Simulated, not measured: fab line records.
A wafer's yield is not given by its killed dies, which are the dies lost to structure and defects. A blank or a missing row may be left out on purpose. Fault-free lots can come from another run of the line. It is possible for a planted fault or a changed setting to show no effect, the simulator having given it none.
Which tool is to blame? / flow n5Finfet / 27 wafers from 9 lots sampled at 5 of the route's 1938 steps

== WHAT THE GAUGES READ, wafer by wafer ==
N5_BEOL_M0_SAQP_CD_MEAS_29 targets a cd of 14.4 nm. Usual: cdNm reads 14.93 nm (standard deviation 0.22).
lot=L615; measured=day 5 21:46; on=cdSem-03; cdNm (nm)=14.81 14.89 15.07; flag=
lot=L617; measured=day 6 11:35; on=cdSem-02; cdNm (nm)=14.92 15.29 14.95; flag=
lot=L618; measured=day 6 16:52; on=cdSem-02; cdNm (nm)=14.97 15.07 14.46; flag=
lot=L621; measured=day 7 10:45; on=cdSem-03; cdNm (nm)=14.84 15.05 14.80; flag=
lot=L625; measured=day 8 09:03; on=cdSem-02; cdNm (nm)=15.08 14.46 14.91; flag=
lot=L627; measured=day 8 21:17; on=cdSem-03; cdNm (nm)=15.01 14.79 14.80; flag=
lot=L633; measured=day 10 08:38; on=cdSem-03; cdNm (nm)=15.22 15.02 14.96; flag=
lot=L635; measured=day 10 21:31; on=cdSem-02; cdNm (nm)=15.22 15.19 14.96; flag=
lot=L637; measured=day 11 07:32; on=cdSem-03; cdNm (nm)=15.29 15.02 14.69; flag=

N5_BEOL_M0_SAQP_CD_MEAS_40 targets a cd of 30 nm. Usual: cdNm reads 29.91 nm (standard deviation 0.29).
lot=L615; measured=day 5 22:12; on=cdSem-02; cdNm (nm)=29.54 29.81 30.26; flag=
lot=L617; measured=day 6 11:53; on=cdSem-03; cdNm (nm)=30.23 30.41 29.63; flag=
lot=L618; measured=day 6 17:18; on=cdSem-02; cdNm (nm)=30.29 29.87 29.74; flag=
lot=L621; measured=day 7 11:03; on=cdSem-01; cdNm (nm)=30.00 29.62 29.61; flag=
lot=L625; measured=day 8 09:29; on=cdSem-02; cdNm (nm)=29.34 29.89 29.48; flag=
lot=L627; measured=day 8 21:43; on=cdSem-03; cdNm (nm)=29.69 30.35 30.08; flag=
lot=L633; measured=day 10 09:04; on=cdSem-03; cdNm (nm)=29.82 29.83 30.09; flag=
lot=L635; measured=day 10 21:49; on=cdSem-02; cdNm (nm)=29.53 29.48 29.77; flag=
lot=L637; measured=day 11 07:59; on=cdSem-03; cdNm (nm)=29.93 30.11 30.22; flag=

N5_BEOL_M4_RC_MEAS_101. Usual: DIBL_N 36.1 mV/V, standard deviation 1.9; DIBL_P 36.1 mV/V, standard deviation 2.4; IOFF_N 0.15 nA/um, standard deviation 0.032; IOFF_P 0.21 nA/um, standard deviation 0.036; ION_N 673 uA/um, standard deviation 12; ION_P 463 uA/um, standard deviation 7.6; SS_N 71.5 mV/dec, standard deviation 0.63; SS_P 73.1 mV/dec, standard deviation 0.65; VT_N 251 mV, standard deviation 3.1; VT_P -250 mV, standard deviation 3.2.
lot=L615; measured=day 10 06:14; on=prober-02; DIBL_N (mV/V)=40.9 39.8 40.4; DIBL_P (mV/V)=42.8 41.1 41.4; IOFF_N (nA/um)=0.23 0.23 0.22; IOFF_P (nA/um)=0.29 0.26 0.25; ION_N (uA/um)=690 686 673; ION_P (uA/um)=468 462 460; SS_N (mV/dec)=72.8 72.7 72.8; SS_P (mV/dec)=75.1 74.3 74.4; VT_N (mV)=246 245 247; VT_P (mV)=-246 -250 -250; flag=
lot=L617; measured=day 11 12:30; on=prober-01; DIBL_N (mV/V)=36.1 36.1 32.9; DIBL_P (mV/V)=36.1 36.4 31.6; IOFF_N (nA/um)=0.15 0.13 0.10; IOFF_P (nA/um)=0.18 0.18 0.13; ION_N (uA/um)=664 658 649; ION_P (uA/um)=452 453 440; SS_N (mV/dec)=71.5 71.5 70.6; SS_P (mV/dec)=74.1 73.6 72.3; VT_N (mV)=252 253 256; VT_P (mV)=-254 -253 -259; flag=
lot=L618; measured=day 12 06:22; on=prober-02; DIBL_N (mV/V)=35.6 32.7 33.3; DIBL_P (mV/V)=34.3 31.2 31.2; IOFF_N (nA/um)=0.13 0.10 0.11; IOFF_P (nA/um)=0.21 0.16 0.17; ION_N (uA/um)=655 653 672; ION_P (uA/um)=456 456 465; SS_N (mV/dec)=71.2 70.6 70.6; SS_P (mV/dec)=73.0 72.5 72.5; VT_N (mV)=254 256 254; VT_P (mV)=-249 -253 -250; flag=
lot=L621; measured=day 11 22:26; on=prober-02; DIBL_N (mV/V)=39.6 38.0 36.0; DIBL_P (mV/V)=39.8 37.3 36.4; IOFF_N (nA/um)=0.20 0.16 0.13; IOFF_P (nA/um)=0.28 0.22 0.22; ION_N (uA/um)=697 693 665; ION_P (uA/um)=482 468 466; SS_N (mV/dec)=72.4 71.1 70.8; SS_P (mV/dec)=73.5 72.6 73.5; VT_N (mV)=247 249 252; VT_P (mV)=-246 -249 -246; flag=
lot=L625; measured=day 13 19:52; on=prober-01; DIBL_N (mV/V)=39.7 35.5 38.8; DIBL_P (mV/V)=39.9 34.3 38.9; IOFF_N (nA/um)=0.23 0.15 0.19; IOFF_P (nA/um)=0.25 0.16 0.23; ION_N (uA/um)=696 674 671; ION_P (uA/um)=467 459 460; SS_N (mV/dec)=72.6 71.7 71.9; SS_P (mV/dec)=73.8 73.0 73.4; VT_N (mV)=247 248 249; VT_P (mV)=-251 -255 -250; flag=
lot=L627; measured=day 13 21:08; on=prober-02; DIBL_N (mV/V)=35.0 36.9 35.4; DIBL_P (mV/V)=34.0 35.9 33.5; IOFF_N (nA/um)=0.13 0.15 0.13; IOFF_P (nA/um)=0.18 0.21 0.18; ION_N (uA/um)=681 660 670; ION_P (uA/um)=470 453 458; SS_N (mV/dec)=70.8 72.0 71.0; SS_P (mV/dec)=72.6 72.5 72.5; VT_N (mV)=253 253 250; VT_P (mV)=-253 -251 -254; flag=
lot=L633; measured=day 14 00:20; on=prober-01; DIBL_N (mV/V)=34.9 36.5 32.7; DIBL_P (mV/V)=32.3 34.6 30.2; IOFF_N (nA/um)=0.12 0.14 0.09; IOFF_P (nA/um)=0.17 0.19 0.13; ION_N (uA/um)=658 668 638; ION_P (uA/um)=457 459 448; SS_N (mV/dec)=71.2 71.3 70.1; SS_P (mV/dec)=72.0 72.0 72.1; VT_N (mV)=254 256 260; VT_P (mV)=-255 -253 -257; flag=
lot=L635; measured=day 15 23:36; on=prober-01; DIBL_N (mV/V)=39.0 35.7 35.9; DIBL_P (mV/V)=39.9 34.8 35.3; IOFF_N (nA/um)=0.21 0.14 0.14; IOFF_P (nA/um)=0.25 0.17 0.18; ION_N (uA/um)=680 668 664; ION_P (uA/um)=462 448 456; SS_N (mV/dec)=72.3 71.9 71.7; SS_P (mV/dec)=73.8 72.3 72.0; VT_N (mV)=247 251 253; VT_P (mV)=-249 -253 -253; flag=
lot=L637; measured=day 16 01:57; on=prober-01; DIBL_N (mV/V)=36.0 36.3 37.1; DIBL_P (mV/V)=38.2 37.8 38.4; IOFF_N (nA/um)=0.16 0.16 0.18; IOFF_P (nA/um)=0.22 0.20 0.22; ION_N (uA/um)=676 672 672; ION_P (uA/um)=464 458 462; SS_N (mV/dec)=71.4 72.0 72.2; SS_P (mV/dec)=73.3 73.1 73.3; VT_N (mV)=253 254 252; VT_P (mV)=-250 -249 -250; flag=

== WHAT TOOL EACH LOT RAN ON (gives the tool, then ch and the chambers of the sampled wafers, and finally the start) ==
lot=L615; N5_BEOL_M0_SAQP_DESCUM_45=rieDiel-02 ch 2,3, day 5 22:26; N5_BEOL_M0_SAQP_ETCH_88=rieDiel-02 ch 2,3, day 5 22:28
lot=L617; N5_BEOL_M0_SAQP_DESCUM_45=rieDiel-06 ch 0,1, day 6 12:01; N5_BEOL_M0_SAQP_ETCH_88=rieDiel-06 ch 0,1, day 6 12:03
lot=L618; N5_BEOL_M0_SAQP_DESCUM_45=rieDiel-05 ch 0,1,2, day 6 17:25; N5_BEOL_M0_SAQP_ETCH_88=rieDiel-05 ch 0,1,2, day 6 17:27
lot=L621; N5_BEOL_M0_SAQP_DESCUM_45=rieDiel-02 ch 2,3, day 7 11:10; N5_BEOL_M0_SAQP_ETCH_88=rieDiel-02 ch 2,3, day 7 11:13
lot=L625; N5_BEOL_M0_SAQP_DESCUM_45=rieDiel-05 ch 0,3, day 8 09:37; N5_BEOL_M0_SAQP_ETCH_88=rieDiel-05 ch 0,3, day 8 09:39
lot=L627; N5_BEOL_M0_SAQP_DESCUM_45=rieDiel-05 ch 0,1, day 8 21:50; N5_BEOL_M0_SAQP_ETCH_88=rieDiel-05 ch 0,1, day 8 21:52
lot=L633; N5_BEOL_M0_SAQP_DESCUM_45=rieDiel-06 ch 1,2,3, day 10 09:11; N5_BEOL_M0_SAQP_ETCH_88=rieDiel-06 ch 1,2,3, day 10 09:14
lot=L635; N5_BEOL_M0_SAQP_DESCUM_45=rieDiel-06 ch 0,1,3, day 10 21:57; N5_BEOL_M0_SAQP_ETCH_88=rieDiel-06 ch 0,1,3, day 10 21:59
lot=L637; N5_BEOL_M0_SAQP_DESCUM_45=rieDiel-06 ch 1,2,3, day 11 08:07; N5_BEOL_M0_SAQP_ETCH_88=rieDiel-06 ch 1,2,3, day 11 08:09
- N5_BEOL_M0_SAQP_DESCUM_45: chemistry O2, time 7 s.
- N5_BEOL_M0_SAQP_ETCH_88: etches underlayer in N2/H2, target depth 6.5 nm, time 5.2 s.

== WHAT THE TOOLS THEMSELVES READ (means of the sampled wafers that have a number; where no wafer has one, the mark that the record gives instead) ==
N5_BEOL_M0_SAQP_DESCUM_45. Usual: drypumpMotorCurrentA 5.8 A, standard deviation 0.62; oesProductAu 0.75 a.u., standard deviation 0.047; rfFwdPowerW 49.39 W, standard deviation 0.22; rfVppV 243.2 V, standard deviation 1.2; showerheadPlenumPTorr 2.10 Torr, standard deviation 0.061; throttleValvePct 20.42 %, standard deviation 0.23.
lot=L615; tool=rieDiel-02; drypumpMotorCurrentA (A)=5.8; oesProductAu (a.u.)=0.82; rfFwdPowerW (W)=49.31; rfVppV (V)=242.2; showerheadPlenumPTorr (Torr)=2.02; throttleValvePct (%)=20.57; flag=
lot=L617; tool=rieDiel-06; drypumpMotorCurrentA (A)=5.0; oesProductAu (a.u.)=0.76; rfFwdPowerW (W)=49.44; rfVppV (V)=242.6; showerheadPlenumPTorr (Torr)=2.11; throttleValvePct (%)=20.43; flag=
lot=L618; tool=rieDiel-05; drypumpMotorCurrentA (A)=5.7; oesProductAu (a.u.)=0.76; rfFwdPowerW (W)=49.60; rfVppV (V)=244.8; showerheadPlenumPTorr (Torr)=2.14; throttleValvePct (%)=20.23; flag=
lot=L621; tool=rieDiel-02; drypumpMotorCurrentA (A)=6.1; oesProductAu (a.u.)=0.77; rfFwdPowerW (W)=49.60; rfVppV (V)=241.9; showerheadPlenumPTorr (Torr)=2.05; throttleValvePct (%)=20.78; flag=
lot=L625; tool=rieDiel-05; drypumpMotorCurrentA (A)=5.9; oesProductAu (a.u.)=0.70; rfFwdPowerW (W)=49.32; rfVppV (V)=244.4; showerheadPlenumPTorr (Torr)=2.12; throttleValvePct (%)=20.35; flag=
lot=L627; tool=rieDiel-05; drypumpMotorCurrentA (A)=6.0; oesProductAu (a.u.)=0.73; rfFwdPowerW (W)=49.58; rfVppV (V)=243.7; showerheadPlenumPTorr (Torr)=2.12; throttleValvePct (%)=20.13; flag=
lot=L633; tool=rieDiel-06; drypumpMotorCurrentA (A)=6.1; oesProductAu (a.u.)=0.75; rfFwdPowerW (W)=49.29; rfVppV (V)=242.8; showerheadPlenumPTorr (Torr)=2.07; throttleValvePct (%)=20.40; flag=
lot=L635; tool=rieDiel-06; drypumpMotorCurrentA (A)=5.5; oesProductAu (a.u.)=0.73; rfFwdPowerW (W)=49.16; rfVppV (V)=241.8; showerheadPlenumPTorr (Torr)=2.07; throttleValvePct (%)=20.38; flag=
lot=L637; tool=rieDiel-06; drypumpMotorCurrentA (A)=6.1; oesProductAu (a.u.)=0.74; rfFwdPowerW (W)=49.33; rfVppV (V)=242.2; showerheadPlenumPTorr (Torr)=2.06; throttleValvePct (%)=20.41; flag=

N5_BEOL_M0_SAQP_ETCH_88. Usual: for drypumpMotorCurrentA, 5.8 A with a standard deviation of 0.62; for etchRfOnTimeS, 5.13 s with a standard deviation of 0.1; for oesProductAu, 0.64 a.u. with a standard deviation of 0.041; for rfFwdPowerW, 819.5 W with a standard deviation of 2.5; for rfVppV, 524.1 V with a standard deviation of 2.3; for showerheadPlenumPTorr, 2.55 Torr with a standard deviation of 0.068; for throttleValvePct, 17.89 % with a standard deviation of 0.24.
lot=L615; tool=rieDiel-02; drypumpMotorCurrentA (A)=5.8; etchRfOnTimeS (s)=5.21; oesProductAu (a.u.)=0.70; rfFwdPowerW (W)=816.5; rfVppV (V)=520.2; showerheadPlenumPTorr (Torr)=2.44; throttleValvePct (%)=17.95; flag=
lot=L617; tool=rieDiel-06; drypumpMotorCurrentA (A)=5.0; etchRfOnTimeS (s)=5.20; oesProductAu (a.u.)=0.66; rfFwdPowerW (W)=820.3; rfVppV (V)=524.6; showerheadPlenumPTorr (Torr)=2.55; throttleValvePct (%)=17.84; flag=
lot=L618; tool=rieDiel-05; drypumpMotorCurrentA (A)=5.7; etchRfOnTimeS (s)=5.07; oesProductAu (a.u.)=0.66; rfFwdPowerW (W)=819.3; rfVppV (V)=526.1; showerheadPlenumPTorr (Torr)=2.61; throttleValvePct (%)=17.76; flag=
lot=L621; tool=rieDiel-02; drypumpMotorCurrentA (A)=6.1; etchRfOnTimeS (s)=5.25; oesProductAu (a.u.)=0.65; rfFwdPowerW (W)=820.8; rfVppV (V)=521.7; showerheadPlenumPTorr (Torr)=2.48; throttleValvePct (%)=18.16; flag=
lot=L625; tool=rieDiel-05; drypumpMotorCurrentA (A)=6.0; etchRfOnTimeS (s)=6.38; oesProductAu (a.u.)=0.54; rfFwdPowerW (W)=616.9; rfVppV (V)=575.2; showerheadPlenumPTorr (Torr)=2.59; throttleValvePct (%)=17.96; flag=OFF
lot=L627; tool=rieDiel-05; drypumpMotorCurrentA (A)=6.0; etchRfOnTimeS (s)=6.39; oesProductAu (a.u.)=0.55; rfFwdPowerW (W)=617.4; rfVppV (V)=574.0; showerheadPlenumPTorr (Torr)=2.59; throttleValvePct (%)=17.75; flag=OFF
lot=L633; tool=rieDiel-06; drypumpMotorCurrentA (A)=6.1; etchRfOnTimeS (s)=5.17; oesProductAu (a.u.)=0.64; rfFwdPowerW (W)=820.0; rfVppV (V)=523.3; showerheadPlenumPTorr (Torr)=2.51; throttleValvePct (%)=17.85; flag=
lot=L635; tool=rieDiel-06; drypumpMotorCurrentA (A)=5.6; etchRfOnTimeS (s)=5.17; oesProductAu (a.u.)=0.63; rfFwdPowerW (W)=820.2; rfVppV (V)=523.8; showerheadPlenumPTorr (Torr)=2.50; throttleValvePct (%)=17.74; flag=
lot=L637; tool=rieDiel-06; drypumpMotorCurrentA (A)=6.1; etchRfOnTimeS (s)=5.18; oesProductAu (a.u.)=0.64; rfFwdPowerW (W)=818.0; rfVppV (V)=522.9; showerheadPlenumPTorr (Torr)=2.50; throttleValvePct (%)=17.88; flag=

== THE ANSWER, worked out from the rows above alone ==
Rule: a lot counts as off when the mean over its wafers that have a number is more than 3 standard deviations away from the usual mean. Also off: a lot with no number at a reading for which 4 or more lots have one. The other lots that the step has rows for count as sound. The gauges are gone through in route order, then the tools' own readings, and for those a lot's mean is taken as printed above. The first step at which some lot is off is used, and at that step the reading that is off furthest; a lot without a number counts as furthest.
Off: L625, L627, at N5_BEOL_M0_SAQP_ETCH_88 (rfFwdPowerW).
If a tool, at that step or one of the process steps before it, ran each lot that is off and ran no sound lot following the first of them, it fits. One fits: rieDiel-05 at N5_BEOL_M0_SAQP_DESCUM_45 and N5_BEOL_M0_SAQP_ETCH_88. At N5_BEOL_M0_SAQP_DESCUM_45 its last sound lot is L618 (day 6 17:25), its first lot that is off L625 (day 8 09:37): a fault that began between those two fits.

== WHAT THE SIMULATOR HAD INSERTED ==
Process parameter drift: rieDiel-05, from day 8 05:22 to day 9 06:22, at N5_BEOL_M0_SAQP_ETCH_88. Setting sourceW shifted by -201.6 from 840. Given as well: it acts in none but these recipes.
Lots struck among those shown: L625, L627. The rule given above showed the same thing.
